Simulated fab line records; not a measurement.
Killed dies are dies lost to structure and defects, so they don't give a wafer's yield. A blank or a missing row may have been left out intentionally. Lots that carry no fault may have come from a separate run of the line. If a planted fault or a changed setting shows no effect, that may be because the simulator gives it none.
fab line records	flow n5-finfet
record: lots: 9	wafers: 26	last-day: 18
route steps=1938 shown BEOL_M3@1016 BEOL_M4@1022 PASSIVATION@1936
lots that met no fault: taken from a fault-free run of the same line
start-h: hours from the record's first day to the start of the lot's first wafer shown	wait-h: hours elapsed since this lot's preceding step	" same as the row above	L1.1+2: a row that stands for several wafers	- value missing, or start not given	* or withheld: withheld	< > ~ a bound
route shown NAME@n: names a module that has steps shown in the file, with the first one's number in the route	usual: mean/standard deviation of fault-free wafers	same: alike in all rows	chamber/n: place in a boat	sites: the reading at each site	_std_site: the values' standard deviation	_edge_site: the outer-site mean with the inner-site mean subtracted	radius-mm: how far each site lies from the wafer's centre	mask NAME#n: copy n	behind: the last tool/chamber to shape the wafer	hold: why the lot was held/for how many hours/how that ended	device: names the non-switching transistor (n, p or np)	end of line: at the end of the route, the tests of the same wafers	a step without rows: its recipe alone	killed: dies that structure and defects cost at the first sort, which is not the same as the wafer's yield	map: the dies of a wafer, with x for killed, . for not killed, _ for no die there
set.NAME: the setting the step ran with; set.NAME@STEP: the setting that earlier step ran with	model.NAME: the simulator's own value behind a step, which no gauge read
one table for each step of the route and one row for each wafer, over a sample of lots
services: a tool's chamber out of use, with start hour (start-h, from the record's first day; less than 0 if before it), hours out, and reason
== steps ==
step: N5_BEOL_M3_CO_CAP_55
recipe: material: Co	target-thk-a: 20	temp-c: 200	precursor: CCTBA/H2	pressure-torr: 30	time-s: 102.1
usual: heater-power-w: 232/27
lot.wafer	tool	chamber	start-h	wait-h	heater-power-w
L305.2	cvd-co-02	1	178.37	0.0	271
L305.3	"	2	"	"	187
L305.5	"	2	"	"	189
L304.3	cvd-co-01	1	178.91	0.0	239
L304.4	"	1	"	"	235
L304.5	"	0	"	"	231
L309.2	cvd-co-01	1	190.61	0.0	233
L309.3	"	0	"	"	235
L309.4	"	0	"	"	224
L308.2	cvd-co-01	1	190.86	0.0	236
L308.3	"	2	"	"	238
L308.6	"	1	"	"	232
L310.2	cvd-co-02	0	194.01	0.0	213
L310.4	"	1	"	"	271
L310.5	"	0	"	"	212
L314.2	cvd-co-01	1	239.75	0.0	236
L314.4	"	2	"	"	247
L314.6	"	1	"	"	226
L319.4	cvd-co-01	0	247.82	0.0	232
L319.5	"	2	"	"	244
L319.6	"	1	"	"	232
L327.2	cvd-co-01	0	305.90	0.0	226
L327.3	"	1	"	"	234
L327.5	"	0	"	"	236
L326.4	cvd-co-02	0	308.82	0.0	223
L326.6	"	2	"	"	194
step: N5_BEOL_M4_THK_MEAS_01
recipe: reads: SiOC_of_BEOL_M4_ILD_DEP_00
usual: M4_ILD_THK: 79.5/1
lot.wafer	tool	chamber	start-h	wait-h	M4_ILD_THK[nm]
L305.2	film-metro-02	-	178.68	0.1	78.7
L305.3	"	-	"	"	78.2
L305.5	"	-	"	"	80.7
L304.3	film-metro-01	-	179.23	0.1	79.7
L304.4	"	-	"	"	80.6
L304.5	"	-	"	"	79.7
L309.2	film-metro-01	-	190.92	0.1	79.7
L309.3	"	-	"	"	78.8
L309.4	"	-	"	"	80.6
L308.2	film-metro-01	-	191.17	0.1	78.4
L308.3	"	-	"	"	77.3
L308.6	"	-	"	"	79.6
L310.2	film-metro-02	-	194.32	0.1	78.9
L310.4	"	-	"	"	80.6
L310.5	"	-	"	"	79.9
L314.2	film-metro-02	-	240.06	0.1	80.0
L314.4	"	-	"	"	80.4
L314.6	"	-	"	"	81.1
L319.4	film-metro-02	-	248.10	0.0	80.0
L319.5	"	-	"	"	81.0
L319.6	"	-	"	"	80.4
L327.2	film-metro-01	-	306.23	0.1	79.9
L327.3	"	-	"	"	78.7
L327.5	"	-	"	"	80.3
L326.4	film-metro-02	-	309.10	0.0	79.8
L326.6	"	-	"	"	78.6
step: N5_BEOL_M4_DESCUM_16
recipe: chemistry: O2	time-s: 7	source-power-w: 50	bias-power-w: 20	pressure-mtorr: 20	rf-frequency-hz: 2.712e+07	temp-c: 40	resist: CAR-EUV	o2-flow-sccm: 225
usual: drypump-motor-current-A: 5.6/0.41	oes-product-au: 0.80/0.085	rf-vpp-V: 243.4/1.4	showerhead-plenum-p-Torr: 2.11/0.07	throttle-valve-pct: 20.47/0.16
lot.wafer	tool	chamber	start-h	wait-h	drypump-motor-current-A	oes-product-au	rf-hours-counter-h	rf-vpp-V	showerhead-plenum-p-Torr	throttle-valve-pct
L305.2	rie-diel-05	2	179.78	0.0	5.8	0.87	49	242.7	2.05	20.63
L305.3	"	1	"	"	5.8	0.91	37	242.0	2.03	20.45
L305.5	"	0	"	"	5.8	0.80	-	243.2	2.12	20.14
L304.3	rie-diel-06	2	179.96	0.0	5.3	0.86	52	244.5	2.22	20.26
L304.4	"	2	"	"	5.3	0.86	-	244.1	2.22	20.27
L304.5	"	0	"	"	5.3	0.74	-	244.4	2.09	20.64
L309.2	rie-diel-01	0	191.55	0.0	5.4	0.85	69	243.7	2.14	20.43
L309.3	"	2	"	"	4.9	0.91	32	245.2	2.16	20.36
L309.4	"	3	"	"	5.6	0.68	227	243.2	2.16	20.72
L308.2	rie-diel-01	1	193.90	0.2	6.1	0.84	87	242.8	2.12	20.50
L308.3	"	0	"	"	5.4	0.85	71	243.9	2.14	20.42
L308.6	"	2	"	"	4.9	0.91	-	244.5	2.16	20.34
L310.2	rie-diel-06	1	195.30	0.0	6.2	0.70	217	241.4	1.97	20.39
L310.4	"	0	"	"	5.3	0.74	165	242.7	2.09	20.65
L310.5	"	2	"	"	5.2	0.86	-	244.4	2.21	20.27
L314.2	rie-diel-06	3	242.62	0.7	5.1	0.92	11	243.3	2.16	20.47
L314.4	"	1	"	"	6.1	0.68	235	241.6	1.96	20.42
L314.6	"	1	"	"	6.2	0.69	-	240.7	1.96	20.44
L319.4	rie-diel-01	3	250.48	0.0	5.6	0.67	249	243.4	2.15	20.73
L319.5	"	2	"	"	4.9	0.88	-	243.7	2.15	20.38
L319.6	"	3	"	"	5.6	0.67	-	245.2	2.15	20.72
L327.2	rie-diel-01	3	309.28	0.0	5.6	0.94	8	243.6	2.15	20.43
L327.3	"	1	"	"	6.1	0.78	129	242.2	2.10	20.55
L327.5	"	2	"	"	4.9	0.83	-	243.9	2.14	20.43
L326.4	rie-diel-01	2	310.51	0.0	4.9	0.84	77	243.6	2.14	20.41
L326.6	"	3	"	"	5.6	0.94	-	244.5	2.15	20.42
step: N5_BEOL_M4_ETCH_63
recipe: chemistry: CF4	target: SiARC	target-depth-a: 156	mask-material: CAR-EUV	time-s: 26	ion-energy-ev: 80	pressure-mtorr: 40	source-w: 545	bias-w: 36	Ar_flow_sccm: 100	cf4-flow-sccm: 100	ends: cleared
usual: drypump-motor-current-A: 5.6/0.41	etch-rf-on-time-s: 25.8/0.46	oes-product-au: 0.69/0.074	rf-vpp-V: 184.2/1.1	showerhead-plenum-p-Torr: 2.15/0.06	throttle-valve-pct: 15.59/0.21
lot.wafer	tool	chamber	start-h	wait-h	drypump-motor-current-A	etch-rf-on-time-s	oes-product-au	rf-hours-counter-h	rf-vpp-V	showerhead-plenum-p-Torr	throttle-valve-pct
L305.2	rie-diel-05	2	179.83	0.0	5.8	25.2	0.77	49	182.8	2.09	15.66
L305.3	"	1	"	"	5.9	25.7	0.77	37	181.6	2.08	15.54
L305.5	"	0	"	"	5.7	26.0	0.68	-	183.7	2.16	15.23
L304.3	rie-diel-06	2	180.01	0.0	5.3	25.8	0.74	52	185.9	2.25	15.34
L304.4	"	2	"	"	5.3	26.2	0.73	-	184.9	2.25	15.35
L304.5	"	0	"	"	5.3	25.9	0.64	-	184.0	2.14	15.79
L309.2	rie-diel-01	0	191.60	0.0	5.4	25.3	0.74	69	184.7	2.16	15.42
L309.3	"	2	"	"	4.9	25.3	0.80	32	184.1	2.17	15.25
L309.4	"	3	"	"	5.6	26.6	0.58	227	185.5	2.20	15.89
L308.2	rie-diel-01	1	193.95	0.0	6.1	25.2	0.72	87	185.3	2.17	15.61
L308.3	"	0	"	"	5.4	25.1	0.74	71	185.8	2.16	15.44
L308.6	"	2	"	"	4.9	25.0	0.80	-	184.7	2.17	15.26
L310.2	rie-diel-06	1	195.35	0.0	6.1	26.9	0.59	217	182.6	2.04	15.74
L310.4	"	0	"	"	5.3	26.1	0.64	165	184.9	2.14	15.81
L310.5	"	2	"	"	5.3	26.0	0.72	-	185.3	2.25	15.37
L314.2	rie-diel-06	3	242.68	0.0	5.1	17.5	1.01	11	185.8	2.20	15.46
L314.4	"	1	"	"	6.2	26.5	0.59	235	181.5	2.04	15.77
L314.6	"	1	"	"	6.1	18.4	0.74	-	183.0	2.04	15.78
L319.4	rie-diel-01	3	250.53	0.0	5.6	26.2	0.57	249	185.5	2.20	15.94
L319.5	"	2	"	"	4.9	25.2	0.76	-	184.4	2.16	15.29
L319.6	"	3	"	"	5.6	26.2	0.57	-	184.1	2.20	15.94
L327.2	rie-diel-01	3	309.33	0.0	5.6	26.1	0.80	8	183.3	2.19	15.46
L327.3	"	1	"	"	6.1	25.7	0.68	129	184.2	2.15	15.70
L327.5	"	2	"	"	4.9	25.3	0.73	-	183.7	2.15	15.33
L326.4	rie-diel-01	2	310.56	0.0	4.9	25.5	0.73	77	185.8	2.15	15.33
L326.6	"	3	"	"	5.6	25.9	0.81	-	184.2	2.19	15.48
step: N5_BEOL_M4_RC_MEAS_101
usual: DIBL_N: 36.0/1.7	DIBL_P: 36.2/2.3	IOFF_N: 0.16/0.03	IOFF_P: 0.21/0.036	ION_N: 679/11	ION_P: 465/7.1	SS_N: 71.4/0.58	SS_P: 73.3/0.75	VT_N: 249/3.1	VT_P: -251/3.5
lot.wafer	tool	chamber	start-h	wait-h	DIBL_N[mV/V]	DIBL_P[mV/V]	IOFF_N[nA/um]	IOFF_P[nA/um]	ION_N[uA/um]	ION_P[uA/um]	SS_N[mV/dec]	SS_P[mV/dec]	VT_N[mV]	VT_P[mV]
L305.2	prober-01	0	189.24	0.2	33.9	33.3	0.14	0.19	673	461	71.0	73.1	248	-250
L305.3	"	0	"	"	32.7	31.5	0.12	0.17	665	459	70.9	72.2	252	-253
L305.5	"	0	"	"	35.4	35.5	0.15	0.21	683	467	70.4	72.8	249	-249
L304.3	prober-02	0	191.02	0.3	35.5	34.9	0.14	0.22	681	465	71.0	73.4	248	-249
L304.4	"	0	"	"	38.1	37.4	0.18	0.26	683	468	71.8	73.6	248	-246
L304.5	"	0	"	"	38.1	38.4	0.19	0.28	691	471	71.3	73.9	245	-247
L309.2	prober-02	0	206.34	0.2	36.7	36.3	0.16	0.21	684	467	70.8	73.6	249	-251
L309.3	"	0	"	"	35.8	34.3	0.14	0.17	684	462	71.0	73.2	252	-254
L309.4	"	0	"	"	35.3	34.4	0.14	0.18	674	462	70.6	72.6	251	-250
L308.2	prober-01	0	206.58	0.2	34.5	36.6	0.17	0.26	682	477	70.6	72.9	245	-245
L308.3	"	0	"	"	35.3	36.7	0.18	0.25	685	473	71.1	72.7	245	-245
L308.6	"	0	"	"	32.5	32.8	0.12	0.18	666	460	70.1	71.6	253	-249
L310.2	prober-02	0	207.27	0.5	36.0	36.1	0.16	0.22	680	466	71.1	73.6	250	-249
L310.4	"	0	"	"	36.5	37.2	0.17	0.23	685	469	71.6	73.7	247	-246
L310.5	"	0	"	"	37.4	38.2	0.18	0.25	682	469	72.0	74.6	248	-248
L314.2	prober-02	0	251.29	0.2	36.8	38.0	0.16	0.26	673	465	72.1	73.9	251	-247
L314.4	"	0	"	"	38.4	40.1	0.21	0.29	687	475	72.0	74.0	247	-244
L314.6	"	0	"	"	36.1	37.2	0.16	0.24	685	473	70.6	72.9	247	-249
L319.4	prober-01	0	259.43	0.5	33.6	34.0	0.16	0.19	687	461	71.4	73.0	249	-254
L319.5	"	0	"	"	35.7	35.9	0.18	0.20	697	464	71.6	73.0	247	-250
L319.6	"	0	"	"	35.5	35.8	0.18	0.21	695	463	71.7	73.6	246	-250
L327.2	prober-01	0	316.38	0.2	37.0	37.6	0.16	0.22	687	469	71.7	73.4	250	-251
L327.3	"	0	"	"	36.6	37.2	0.17	0.22	683	462	71.3	73.8	247	-252
L327.5	"	0	"	"	38.6	39.7	0.20	0.27	688	470	72.0	74.9	245	-249
L326.4	prober-02	0	321.31	0.5	40.8	43.6	0.28	0.32	701	481	72.3	74.5	241	-247
L326.6	"	0	"	"	36.5	37.9	0.16	0.22	672	462	72.2	72.9	253	-250
step: N5_PASSIVATION_PROBE_49
usual: defect-limited-yield: 91.3/1.5	killed_at_M0_to_M3: 31/11	killed_at_M4_up: 14/5.1	killed-at-contacts: 12/5.6	killed-at-front-end: 42/12	killed-at-other: 3.8/2.9	killed-dies: 103/18	killed-open: 67/14	killed-short: 33/8	sort_bin_4_leakage: 0.00/0.0073	sort_bin_5_function: 5.1/1	sort_bin_6_memory: 3.2/0.75	sort-n-pass: 1077/18	sort-yield-pct: 91.3/1.5
same: gross-dies: 1180	killed-at-back-side: 0	sort_bin_8_speed[%]: 0
lot.wafer	tool	chamber	start-h	wait-h	defect-limited-yield[%]	killed_at_M0_to_M3	killed_at_M4_up	killed-at-contacts	killed-at-front-end	killed-at-other	killed-dies	killed-open	killed-short	sort_bin_4_leakage[%]	sort_bin_5_function[%]	sort_bin_6_memory[%]	sort-n-pass	sort-yield-pct[%]
L305.2	prober-02	-	291.91	0.9	90.8	41	10	22	36	0	109	72	34	0	5.1	3.8	1071	90.8
L305.3	prober-02	-	291.96	0.9	90.1	39	7	15	54	2	117	76	40	0	5.9	3.6	1063	90.1
L305.5	prober-02	-	292.06	1.0	92.0	40	8	15	25	6	94	65	26	0	5.0	2.4	1086	92.0
L304.3	prober-02	-	304.33	0.1	92.5	29	13	7	34	6	89	50	35	0	3.8	2.8	1091	92.5
L304.4	prober-02	-	304.38	0.2	92.5	25	20	7	31	5	88	62	18	0	4.5	2.2	1092	92.5
L304.5	prober-02	-	304.43	0.2	92.4	28	23	9	29	1	90	56	31	0	4.2	2.8	1090	92.4
L308.2	prober-02	-	314.68	0.1	89.7	33	19	10	57	2	121	80	37	0	5.5	4.2	1059	89.7
L308.3	prober-02	-	314.73	0.2	90.7	20	13	16	60	1	110	73	34	0	4.9	4.0	1070	90.7
L308.6	prober-02	-	314.88	0.3	89.8	47	20	5	47	1	120	69	50	0	5.9	3.9	1060	89.8
L309.2	prober-02	-	315.87	0.1	91.4	17	27	25	33	0	102	62	40	0	4.9	3.2	1078	91.4
L309.3	prober-02	-	315.92	0.1	93.6	19	15	10	32	0	76	59	17	0	3.7	2.3	1104	93.6
L309.4	prober-02	-	315.97	0.2	90.5	18	18	16	57	3	112	81	25	0	6.1	2.5	1068	90.5
L310.2	prober-01	-	331.52	0.1	90.0	37	21	14	40	6	118	87	31	0	4.8	5.0	1062	90.0
L310.4	prober-01	-	331.62	0.2	92.3	22	12	13	43	1	91	68	23	0	4.7	2.8	1089	92.3
L310.5	prober-01	-	331.67	0.2	92.7	31	18	3	33	1	86	52	34	0	4.8	2.2	1094	92.7
L314.2	prober-02	-	367.96	0.1	91.2	23	11	14	54	2	104	73	30	0	4.3	4.0	1076	91.2
L314.4	prober-02	-	368.06	0.2	91.4	19	13	15	55	0	102	67	29	0	4.7	3.1	1078	91.4
L314.6	prober-02	-	368.16	0.3	91.9	42	10	7	34	2	95	76	19	0	5.2	2.7	1085	91.9
L319.4	prober-01	-	368.49	0.2	90.8	34	12	6	44	12	108	66	42	0	4.9	3.9	1072	90.8
L319.5	prober-01	-	368.54	0.2	91.9	20	17	16	41	2	96	77	19	0	4.0	4.1	1084	91.9
L319.6	prober-01	-	368.59	0.3	91.5	32	17	9	34	8	100	69	31	0	5.6	2.5	1080	91.5
L327.2	prober-01	-	416.41	0.1	90.9	36	10	9	47	5	107	70	31	0	4.2	4.2	1073	90.9
L327.3	prober-01	-	416.46	0.1	90.7	27	19	14	48	2	110	72	38	0	5.6	3.4	1070	90.7
L327.5	prober-01	-	416.56	0.2	92.6	19	12	7	47	2	87	56	31	0	4.6	2.5	1093	92.6
L326.4	prober-01	-	422.65	0.2	91.6	31	13	13	39	3	99	75	22	0.08	4.8	3.5	1080	91.5
L326.6	prober-01	-	422.75	0.3	92.8	40	12	10	20	3	85	62	22	0	4.1	2.6	1095	92.8
killed by level:class
L305.2 MOL_CONTACT_COAG:geometric-particle:open=19 BEOL_M0_SAQP:geometric-particle:short=15 BEOL_M0_SAQP:geometric-particle:open=14 GATE_CUT:geometric-particle:short=6 BEOL_M2:geometric-particle:open=6 STI_FIN_REVEAL:geometric-particle:open=5 FIN_SAQP:geometric-particle:open=4 SPACER0:geometric-particle:open=4
L305.3 FIN_SAQP:geometric-particle:open=16 BEOL_M0_SAQP:geometric-particle:open=15 MOL_CONTACT_COAG:geometric-particle:open=13 BEOL_M0_SAQP:geometric-particle:short=13 STI_FIN_REVEAL:geometric-particle:open=10 BEOL_M2:geometric-particle:short=5 STARTING-WAFER:geometric-particle:open=5 FIN_SAQP:geometric-particle:short=3
L305.5 BEOL_M0_SAQP:geometric-particle:open=14 MOL_CONTACT_COAG:geometric-particle:open=13 BEOL_M0_SAQP:geometric-particle:short=13 PASS1_CAP:geometric-particle:open=6 BEOL_M3:geometric-particle:open=5 STARTING-WAFER:geometric-particle:open=5 STARTING-WAFER:geometric-particle:short=5 BEOL_M1:geometric-particle:open=4
L304.3 STI_FIN_REVEAL:geometric-particle:open=10 BEOL_M0_SAQP:geometric-particle:open=7 BEOL_M3:geometric-particle:open=5 FIN_SAQP:geometric-particle:open=4 FIN_SAQP:geometric-particle:short=4 MOL_CONTACT_COAG:geometric-particle:open=4 STARTING-WAFER:geometric-particle:short=4 BEOL_M4:geometric-particle:short=4
L304.4 BEOL_M4:geometric-particle:open=12 FIN_SAQP:geometric-particle:open=9 HKMG_FIN:area-etch=8 MOL_CONTACT_COAG:geometric-particle:open=7 BEOL_M0_SAQP:geometric-particle:short=7 BEOL_M1:geometric-particle:open=7 STI_FIN_REVEAL:geometric-particle:open=6 GATE_CUT:geometric-particle:short=4
L304.5 BEOL_M4:geometric-particle:open=10 MOL_CONTACT_COAG:geometric-particle:open=8 STI_FIN_REVEAL:geometric-particle:open=7 BEOL_M4:geometric-particle:short=7 FIN_SAQP:geometric-particle:short=6 BEOL_M0_SAQP:geometric-particle:short=6 BEOL_M1:geometric-particle:open=5 BEOL_M3:geometric-particle:open=5
L308.2 STI_FIN_REVEAL:geometric-particle:open=26 BEOL_M0_SAQP:geometric-particle:open=14 MOL_CONTACT_COAG:geometric-particle:open=10 FIN_SAQP:geometric-particle:short=9 BEOL_M0_SAQP:geometric-particle:short=5 BEOL_M1:geometric-particle:open=5 GATE_CUT:geometric-particle:short=4 BEOL_M5:geometric-particle:open=4
L308.3 STI_FIN_REVEAL:geometric-particle:open=16 MOL_CONTACT_COAG:geometric-particle:open=16 FIN_SAQP:geometric-particle:short=10 FIN_SAQP:geometric-particle:open=9 BEOL_M0_SAQP:geometric-particle:open=6 BEOL_M4:geometric-particle:open=6 BEOL_M1:geometric-particle:open=5 BEOL_M0_SAQP:geometric-particle:short=5
L308.6 BEOL_M0_SAQP:geometric-particle:short=15 BEOL_M0_SAQP:geometric-particle:open=14 FIN_SAQP:geometric-particle:short=9 GATE_CUT:geometric-particle:short=9 BEOL_M4:geometric-particle:open=9 BEOL_M1:geometric-particle:open=8 STI_FIN_REVEAL:geometric-particle:open=8 FIN_SAQP:geometric-particle:open=7
L309.2 MOL_CONTACT_COAG:geometric-particle:open=21 BEOL_M4:geometric-particle:short=14 STI_FIN_REVEAL:geometric-particle:open=10 GATE_CUT:geometric-particle:short=5 BEOL_M0_SAQP:geometric-particle:short=5 BEOL_M4:geometric-particle:open=5 ILD0:geometric-particle:open=4 ILD0:geometric-particle:short=4
L309.3 MOL_CONTACT_COAG:geometric-particle:open=10 FIN_SAQP:geometric-particle:open=8 BEOL_M0_SAQP:geometric-particle:open=7 BEOL_M4:geometric-particle:open=6 STI_FIN_REVEAL:geometric-particle:open=5 DUMMY_GATE:geometric-particle:open=5 FIN_SAQP:geometric-particle:short=3 GATE_CUT:geometric-particle:short=3
L309.4 STI_FIN_REVEAL:geometric-particle:open=15 MOL_CONTACT_COAG:geometric-particle:open=15 FIN_SAQP:geometric-particle:open=12 BEOL_M3:geometric-particle:open=7 BEOL_M4:geometric-particle:open=7 DUMMY_GATE:geometric-particle:open=6 FIN_SAQP:geometric-particle:short=5 STARTING-WAFER:geometric-particle:short=5
L310.2 MOL_CONTACT_COAG:geometric-particle:open=12 STI_FIN_REVEAL:geometric-particle:open=11 BEOL_M4:geometric-particle:open=11 BEOL_M3:geometric-particle:open=8 FIN_SAQP:geometric-particle:open=5 FIN_SAQP:geometric-particle:short=5 BEOL_M0_SAQP:geometric-particle:short=5 BEOL_M0_SAQP:geometric-particle:open=5
L310.4 STI_FIN_REVEAL:geometric-particle:open=21 MOL_CONTACT_COAG:geometric-particle:open=12 BEOL_M4:geometric-particle:open=5 FIN_SAQP:geometric-particle:open=4 GATE_CUT:geometric-particle:short=4 BEOL_M0_SAQP:geometric-particle:open=4 BEOL_M0_SAQP:geometric-particle:short=4 BEOL_M1:geometric-particle:open=4
L310.5 FIN_SAQP:geometric-particle:short=11 BEOL_M4:geometric-particle:open=11 BEOL_M0_SAQP:geometric-particle:short=8 BEOL_M0_SAQP:geometric-particle:open=7 BEOL_M2:geometric-particle:open=6 FIN_SAQP:geometric-particle:open=4 DUMMY_GATE:geometric-particle:open=4 GATE_CUT:geometric-particle:open=3
L314.2 FIN_SAQP:geometric-particle:open=22 MOL_CONTACT_COAG:geometric-particle:open=10 FIN_SAQP:geometric-particle:short=8 DUMMY_GATE:geometric-particle:open=7 STARTING-WAFER:geometric-particle:open=5 BEOL_M0_SAQP:geometric-particle:open=4 MOL_CONTACT_COAG:geometric-particle:short=4 BEOL_M0_SAQP:geometric-particle:short=4
L314.4 FIN_SAQP:geometric-particle:open=13 MOL_CONTACT_COAG:geometric-particle:open=11 BEOL_M1:geometric-particle:open=8 DUMMY_GATE:geometric-particle:open=7 STARTING-WAFER:geometric-particle:short=6 HKMG_FIN:area-etch=6 FIN_SAQP:geometric-particle:short=4 GATE_CUT:geometric-particle:short=4
L314.6 BEOL_M0:geometric-particle:open=10 FIN_SAQP:geometric-particle:open=9 BEOL_M0_SAQP:geometric-particle:open=9 FIN_SAQP:geometric-particle:short=8 DUMMY_GATE:geometric-particle:open=7 BEOL_M0_SAQP:geometric-particle:short=7 MOL_CONTACT_COAG:geometric-particle:open=6 BEOL_M3:geometric-particle:open=6
L319.4 STI_FIN_REVEAL:geometric-particle:open=16 BEOL_M0_SAQP:geometric-particle:short=12 BEOL_M2:geometric-particle:open=8 FIN_SAQP:geometric-particle:open=6 BEOL_M0_SAQP:geometric-particle:open=6 BEOL_M1:geometric-particle:open=6 FIN_SAQP:geometric-particle:short=5 MOL_CONTACT_COAG:geometric-particle:open=5
L319.5 STI_FIN_REVEAL:geometric-particle:open=16 MOL_CONTACT_COAG:geometric-particle:open=15 FIN_SAQP:geometric-particle:open=10 BEOL_M4:geometric-particle:open=9 BEOL_M0_SAQP:geometric-particle:open=5 BEOL_M5:geometric-particle:open=5 FIN_SAQP:geometric-particle:short=4 BEOL_M1:geometric-particle:open=4
L319.6 BEOL_M1:geometric-particle:open=12 FIN_SAQP:geometric-particle:open=10 STI_FIN_REVEAL:geometric-particle:open=10 BEOL_M4:geometric-particle:open=9 MOL_CONTACT_COAG:geometric-particle:open=6 BEOL_M0_SAQP:geometric-particle:short=6 BEOL_M0_SAQP:geometric-particle:open=5 BEOL_M1:geometric-particle:short=5
L327.2 BEOL_M1:geometric-particle:open=10 FIN_SAQP:geometric-particle:open=8 FIN_SAQP:geometric-particle:short=7 STI_FIN_REVEAL:geometric-particle:open=7 MOL_CONTACT_COAG:geometric-particle:open=7 HKMG_FIN:area-etch=6 BEOL_M0:geometric-particle:open=5 DUMMY_GATE:geometric-particle:open=4
L327.3 STI_FIN_REVEAL:geometric-particle:open=9 MOL_CONTACT_COAG:geometric-particle:open=9 BEOL_M4:geometric-particle:open=9 FIN_SAQP:geometric-particle:open=8 BEOL_M3:geometric-particle:open=7 FIN_SAQP:geometric-particle:short=6 BEOL_M1:geometric-particle:open=5 MOL_CONTACT_COAG:geometric-particle:short=5
L327.5 FIN_SAQP:geometric-particle:open=15 FIN_SAQP:geometric-particle:short=10 MOL_CONTACT_COAG:geometric-particle:open=7 STI_FIN_REVEAL:geometric-particle:open=5 BEOL_M2:geometric-particle:open=5 STI_FIN_REVEAL:geometric-particle:short=3 GATE_CUT:geometric-particle:short=3 BEOL_M0_SAQP:geometric-particle:short=3
L326.4 FIN_SAQP:geometric-particle:open=15 MOL_CONTACT_COAG:geometric-particle:open=11 STI_FIN_REVEAL:geometric-particle:open=7 BEOL_M2:geometric-particle:open=6 BEOL_M0:geometric-particle:open=6 BEOL_M1:geometric-particle:open=6 FIN_SAQP:geometric-particle:short=5 BEOL_M3:geometric-particle:open=4
L326.6 MOL_CONTACT_COAG:geometric-particle:open=9 BEOL_M1:geometric-particle:open=9 BEOL_M0_SAQP:geometric-particle:short=7 BEOL_M0_SAQP:geometric-particle:open=7 BEOL_M3:geometric-particle:open=7 BEOL_M4:geometric-particle:open=5 FIN_SAQP:geometric-particle:open=4 BEOL_M3:geometric-particle:short=4
== services ==
tool	chamber	start-h	hours	kind
rie-diel-06	3	166.60	-	clean
rie-diel-06	3	166.60	-	consumable-replace:focus-ring
cvd-co-02	-	192.37	1.5	repair
rie-diel-05	3	194.37	-	clean
rie-diel-05	3	194.37	-	consumable-replace:focus-ring
rie-diel-05	3	194.37	13.7	scheduled-down
rie-diel-05	3	194.37	13.7	vent-cycle
cvd-co-02	-	224.41	0.3	repair
rie-diel-06	3	225.92	16.6	repair
rie-diel-01	3	263.49	2.6	repair
rie-diel-01	3	266.36	-	clean
rie-diel-01	3	266.36	-	consumable-replace:focus-ring
rie-diel-01	3	266.36	24.7	scheduled-down
rie-diel-01	3	266.36	24.7	vent-cycle
cvd-co-01	2	285.19	1.8	repair
rie-diel-06	1	287.58	-	clean
rie-diel-06	1	287.58	-	consumable-replace:focus-ring
rie-diel-06	1	287.58	-	consumable-replace:showerhead
rie-diel-06	1	287.58	19.8	scheduled-down
rie-diel-06	1	287.58	19.8	vent-cycle
rie-diel-05	-	290.15	2.6	repair
rie-diel-06	0	300.58	5.8	repair
cvd-co-01	0	301.66	3.4	repair
== key ==
first-sign: step: N5_BEOL_M4_ETCH_63	reading: etch-rf-on-time-s	direction: down	sigmas: 17	usual: *	struck: *
effect: step: N5_BEOL_M4_ETCH_63	reading: oes-product-au	direction: up	sigmas: 2.5	usual: 0.69	struck: 0.87
met-at N5_BEOL_M4_ETCH_63
struck-lots L314
struck-wafers L314.2,L314.6
not-acting-at N5_BEOL_M3_CO_CAP_55,N5_BEOL_M4_THK_MEAS_01,N5_BEOL_M4_DESCUM_16
onset-between 195.35 242.68
fault: kind: process-parameter-drift	tool: rie-diel-06	chamber: -	onset-h: 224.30	steps: N5_BEOL_M4_ETCH_63	channel: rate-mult	offset: 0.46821	shape: step	end-h: 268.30	scope: struck-wafers-only
